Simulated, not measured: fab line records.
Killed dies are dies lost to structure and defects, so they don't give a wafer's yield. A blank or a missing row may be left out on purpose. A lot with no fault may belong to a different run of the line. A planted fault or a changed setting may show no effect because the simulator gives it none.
Which tool did it? / flow nand_harc / 6 lots with 18 wafers sampled at 4 steps, on a route of 1302 steps

== WHAT THE GAUGES READ, wafer by wafer ==
NHARC_THIN_TSV_CD_MEAS_33: target cd 5000 nm.
lot=L882; measured=day 24 18:55; on=cd_sem-02; cd_nm (nm)=4999.8 5004.5 4999.6
lot=L885; measured=day 25 14:34; on=cd_sem-03; cd_nm (nm)=5003.9 5004.1 5003.4
lot=L888; measured=day 26 15:54; on=cd_sem-02; cd_nm (nm)=5002.2 5001.2 5002.3
lot=L894; measured=day 29 11:29; on=cd_sem-03; cd_nm (nm)=5001.2 4999.0 5003.0
lot=L901; measured=day 32 18:00; on=cd_sem-01; cd_nm (nm)=4999.3 5000.3 4999.6
lot=L903; measured=day 33 21:42; on=cd_sem-03; cd_nm (nm)=5001.7 5001.0 5001.7

== TOOL THAT RAN EACH LOT (tool first, then ch and the chambers of the sampled wafers, then the start) ==
lot=L882; NHARC_A_BLC_PRE_CLEAN_31=pvd_sputter-01, day 23 10:09; NHARC_THIN_TSV_ETCHBACK_48=rie_diel-01 ch 2,3, day 24 15:17; NHARC_THIN_TSV_CMP_21=cmp-01 ch 0,3, day 24 17:19
lot=L885; NHARC_A_BLC_PRE_CLEAN_31=pvd_sputter-03, day 24 06:08; NHARC_THIN_TSV_ETCHBACK_48=rie_diel-01 ch 1,2,3, day 25 10:58; NHARC_THIN_TSV_CMP_21=cmp-04 ch 0,1,3, day 25 13:01
lot=L888; NHARC_A_BLC_PRE_CLEAN_31=pvd_sputter-03, day 25 07:11; NHARC_THIN_TSV_ETCHBACK_48=rie_diel-08 ch 0,2,3, day 26 12:19; NHARC_THIN_TSV_CMP_21=cmp-01 ch 0,1,2, day 26 14:20
lot=L894; NHARC_A_BLC_PRE_CLEAN_31=pvd_sputter-03, day 28 03:17; NHARC_THIN_TSV_ETCHBACK_48=rie_diel-03 ch 1,2, day 29 07:50; NHARC_THIN_TSV_CMP_21=cmp-04 ch 0,1,2, day 29 09:55
lot=L901; NHARC_A_BLC_PRE_CLEAN_31=pvd_sputter-02, day 31 07:04; NHARC_THIN_TSV_ETCHBACK_48=rie_diel-03 ch 0,3, day 32 14:22; NHARC_THIN_TSV_CMP_21=cmp-01 ch 1,2, day 32 16:26
lot=L903; NHARC_A_BLC_PRE_CLEAN_31=pvd_sputter-02, day 32 11:10; NHARC_THIN_TSV_ETCHBACK_48=rie_diel-03 ch 1,2, day 33 18:10; NHARC_THIN_TSV_CMP_21=cmp-03 ch 2,3, day 33 20:14
- NHARC_A_BLC_PRE_CLEAN_31: time 15 s.
- NHARC_THIN_TSV_ETCHBACK_48: etches the open film in C4F8/Ar, target depth 1028.5 nm, time 405.17 s.
- NHARC_THIN_TSV_CMP_21: polishes, t overpolish 30 s, target thk 2000 nm.

== THE ANSWER, worked out from the rows above alone ==
Rule: the usual values come from the lots themselves. Put in order of their means at a reading, lots are off if they are a third of the lots or fewer, leave a main group of 4 or more, and stand apart from it by a gap of 3 or more times the standard deviation of the main group's means; of several such gaps the widest counts. A main group is skipped when, at the precision printed for the reading in the tables above, its means are all equal. A lot without any number at a reading at which 4 lots or more have one is off too. The other lots that the step has rows for count as sound.
No lot is off on any of the readings shown, so nothing can be concluded from this.

== WHAT THE SIMULATOR HAD INSERTED ==
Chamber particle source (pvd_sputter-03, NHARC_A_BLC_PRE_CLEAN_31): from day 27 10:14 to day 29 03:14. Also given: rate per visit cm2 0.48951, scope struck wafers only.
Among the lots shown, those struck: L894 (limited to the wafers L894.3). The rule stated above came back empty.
